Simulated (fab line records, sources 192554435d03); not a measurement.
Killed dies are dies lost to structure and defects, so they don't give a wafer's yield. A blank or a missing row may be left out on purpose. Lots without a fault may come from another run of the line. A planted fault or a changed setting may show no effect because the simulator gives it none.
A struck lot beside a sound one | flow n5_finfet | 14 steps out of a route of 1938
Sound: wafers L464.4, L464.5, L464.6. Struck: wafers L475.1, L475.6. (L475.3 of the same lot was not struck and is left out.) The cause comes at the end.
At each step with rows: each side's tool, then ch and its chambers, then its first start. Under that, the readings that differ: sound wafers | struck wafers | difference of the means | sigmas: that difference in standard deviations of wafers without a fault.
alike: readings whose means differ by less than 2 such deviations, and words and numbers that are the same on both sides. not compared: withheld readings, readings that some wafer has no value for, bounds like >300 that may hide the same value, and numbers for which the record gives no deviation and whose values overlap.
The two part at a step that has a row with sigmas, a row that says differs or no value, or rows on one side only. Numbers that don't overlap but have no deviation are shown without sigmas and don't part them. A reading that every wafer of one side lacks parts them only if that side has two wafers or more.

first, 6 steps without rows for these wafers: N5_BEOL_M5_COAT_22 (resist thk 30 nm); N5_BEOL_M5_EBR_24; N5_BEOL_M5_SOFTBAKE_23 (time 60 s); N5_BEOL_M5_EXPOSE_25 (exposes mask V4, defocus 10 nm); N5_BEOL_M5_PEB_26 (peb time 60 s); N5_BEOL_M5_DEVELOP_27 (develop time 30 s).
N5_BEOL_M5_CD_MEAS_28: target cd 30.6 nm, target cd y 20 nm.
  sound on cd_sem-03 ch 0, day 9 20:14; struck on cd_sem-01 ch 0, day 12 23:14
  alike: cd_nm
N5_BEOL_M5_OVL_MEAS_29:
  sound on overlay-02 ch 0, day 9 20:17; struck on overlay-01 ch 0, day 12 23:16
  alike: V4_OVL
N5_BEOL_M5_INSPECT_30: inspects for defects (brightfield).
  sound on defect_inspect-01, day 9 20:20; struck on defect_inspect-01, day 12 23:19
  alike: raw_defect_count
N5_BEOL_M5_DESCUM_33: chemistry O2, time 7 s.
  sound on rie_diel-01 ch 0,2,3, day 9 20:23; struck on rie_diel-01 ch 1, day 12 23:22
  reading                | sound             | struck      | difference | sigmas
  throttle_valve_pct (%) | 20.52 20.68 20.54 | 20.00 20.00 | -0.58      | -2
  alike: drypump_motor_current_A, oes_product_au, rf_vpp_V, showerhead_plenum_p_Torr
  not compared: rf_hours_counter_h
N5_BEOL_M5_ETCH_75: etches underlayer in N2/H2, target depth 6.5 nm, time 5.2 s.
  sound on rie_diel-01 ch 0,2,3, day 9 20:24; struck on rie_diel-01 ch 1, day 12 23:23
  alike: drypump_motor_current_A, etch_rf_on_time_s, oes_product_au, rf_vpp_V, showerhead_plenum_p_Torr, throttle_valve_pct
  not compared: rf_hours_counter_h
N5_BEOL_M5_ETCH_67: etches SiARC in CF4, target depth 15.6 nm, time 26 s.
  sound on rie_diel-01 ch 0,2,3, day 9 20:26; struck on rie_diel-01 ch 1, day 12 23:25
  alike: drypump_motor_current_A, etch_rf_on_time_s, oes_product_au, rf_vpp_V, showerhead_plenum_p_Torr, throttle_valve_pct
  not compared: rf_hours_counter_h
N5_BEOL_M5_ETCH_68: etches SOC in N2/H2, target depth 80 nm, overetch 16 nm, time 120 s.
  sound on rie_diel-01 ch 0,2,3, day 9 20:29; struck on rie_diel-01 ch 1, day 12 23:26
  reading                                    | sound       | struck  | difference | sigmas
  model.SiARC_of_BEOL_M5_COAT_66.thk_nm (nm) | 6.6 6.6 6.4 | 7.2 7.2 | +0.7       |
  alike: drypump_motor_current_A, oes_product_au, rf_vpp_V, showerhead_plenum_p_Torr, throttle_valve_pct
  not compared: rf_hours_counter_h
then, 1 step without rows for these wafers: N5_BEOL_M5_STRIP_69 (strips in N2/H2).

WHERE THEY PART
Only at N5_BEOL_M5_DESCUM_33, within this record. Later steps at which nothing parts them and some readings are alike: N5_BEOL_M5_ETCH_75, N5_BEOL_M5_ETCH_67, N5_BEOL_M5_ETCH_68.

WHY: what the simulator had put in
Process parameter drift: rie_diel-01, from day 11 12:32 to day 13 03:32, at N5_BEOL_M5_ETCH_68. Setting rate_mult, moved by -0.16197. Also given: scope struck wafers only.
